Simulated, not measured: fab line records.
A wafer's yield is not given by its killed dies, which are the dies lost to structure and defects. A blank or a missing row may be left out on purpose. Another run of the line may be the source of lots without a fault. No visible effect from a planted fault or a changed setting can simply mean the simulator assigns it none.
A struck lot beside a sound one -- flow n5-finfet -- 16 out of 1938 route steps
Sound: the wafers L848.3, L848.5, L848.6. Struck: wafer L861.6 (L861.2, L861.3, from the same lot, were not struck and are left out); the cause is given at the end.
Each step with rows lists, per side, the tool, then ch with its chambers, then its first start. Under that, the readings that differ: sound wafers -- struck wafers -- difference of the means -- sigmas: that difference in standard deviations of wafers without a fault.
alike: readings with means less than 2 such deviations apart, plus words and numbers identical on both sides. not compared: withheld readings, readings lacking a value on some wafer, bounds such as >300 that could conceal the same value, and numbers that have no deviation in the record and whose values overlap.
A row with sigmas, a row that says differs or no value, or rows on one side alone: a step with any of these is where the two part. Non-overlapping numbers with no deviation appear without sigmas and do not part them. A reading that every wafer of one side lacks parts them only if that side has two wafers or more.

first, 1 step without rows for these wafers: N5_SD_EPI_N_STRIP_47 (strips in CHF3/O2).
N5_SD_EPI_N_SD_RECESS_17: chemistry HBr/Cl2/O2, target depth 41 nm, time 23.7 s, bt time 3 s.
  sound on rie-si-04 ch 0,3, day 3 12:56; struck on rie-si-04 ch 0, day 6 18:42
  alike: chamber-pressure-mTorr, drypump-motor-current-A, oes-product-au, throttle-valve-pct
  not compared: rf-hours-counter-h
N5_SD_EPI_N_STRIP_38: strips in N2/H2.
  sound on plasma-asher-01 ch 0,1, day 3 13:03; struck on plasma-asher-02 ch 0, day 6 18:47
reading,sound,struck,difference,sigmas
drypump-motor-current-A (A),5.48 5.66 5.47,4.94,-0.60,-2
  alike: heater-power-w, oes-product-au
  not compared: rf-hours-counter-h
then, 4 steps without rows for these wafers: N5_SD_EPI_N_WET_ETCH_43 (etches SiO2 in dHF, time 14 s, target depth 1.5 nm); N5_SD_EPI_N_STRIP_18 (strips in SPM, time 750 s); N5_SD_EPI_N_SRD_20 (time 30 s); N5_SD_EPI_N_PRECLEAN_48 (cleans in NF3:NH3, afs cycles 2, time 20 s, sublimation time 60 s).
N5_SD_EPI_N_VAPOR_ETCH_50: etches Si in HCl, time 54 s.
  sound on epi-rpcvd-04 ch 0, day 3 13:56; struck on epi-rpcvd-04 ch 0, day 6 19:50
  alike: lamp-inner-pct, throttle-valve-pct
then, 1 step without rows for these wafers: N5_SD_EPI_N_EPI_21 (deposits Si:P, time 690 s).
N5_SD_EPI_N_EPI_MEAS_23:
  sound on film-metro-01 at day 3 16:24; struck on film-metro-01 at day 6 23:08
  alike: thk-nm
then, 2 steps without rows for these wafers: N5_SD_EPI_N_PRECLEAN_24 (cleans in O3/DIW, time 60 s); N5_SD_EPI_N_SRD_25 (time 30 s).
N5_SD_EPI_N_PRECLEAN_49: cleans in NF3:NH3, afs cycles 1, time 20 s, sublimation time 60 s.
  sound on remote-plasma-02 ch 1, day 3 16:34; struck on remote-plasma-02 ch 1, day 6 23:16
reading,sound,struck,difference,sigmas
time-s (s),20 20 20,21.147,+1.147,
N5_SD_EPI_N_LINER_46: material SiNx, target thk 3 nm.
  sound on ald-sin-03 ch 0,3, day 3 16:53; struck on ald-sin-04 ch 0, day 6 23:30
  alike: heater-power-w
-- here the record skips 5 days between the struck wafers' starts before and after, leaving off in module SD_EPI_N and picking up in module BEOL_M4 (first step shown: number 1111 of the route) --
N5_BEOL_M4_RC_MEAS_101:
  sound on prober-02 ch 0, day 8 18:21; struck on prober-01 ch 0, day 11 19:49
  alike: DIBL_N, DIBL_P, IOFF_N, IOFF_P, ION_N, ION_P, SS_N, SS_P, VT_N, VT_P
next, for these wafers, 1 step has no rows: N5_PASSIVATION_PROBE_49.

== WHERE THEY PART ==
N5_SD_EPI_N_STRIP_38 only, going by this record. Later steps at which nothing parts them and some readings are alike: N5_SD_EPI_N_VAPOR_ETCH_50, N5_SD_EPI_N_EPI_MEAS_23, N5_SD_EPI_N_LINER_46, N5_BEOL_M4_RC_MEAS_101.

WHY: the cause the simulator had injected
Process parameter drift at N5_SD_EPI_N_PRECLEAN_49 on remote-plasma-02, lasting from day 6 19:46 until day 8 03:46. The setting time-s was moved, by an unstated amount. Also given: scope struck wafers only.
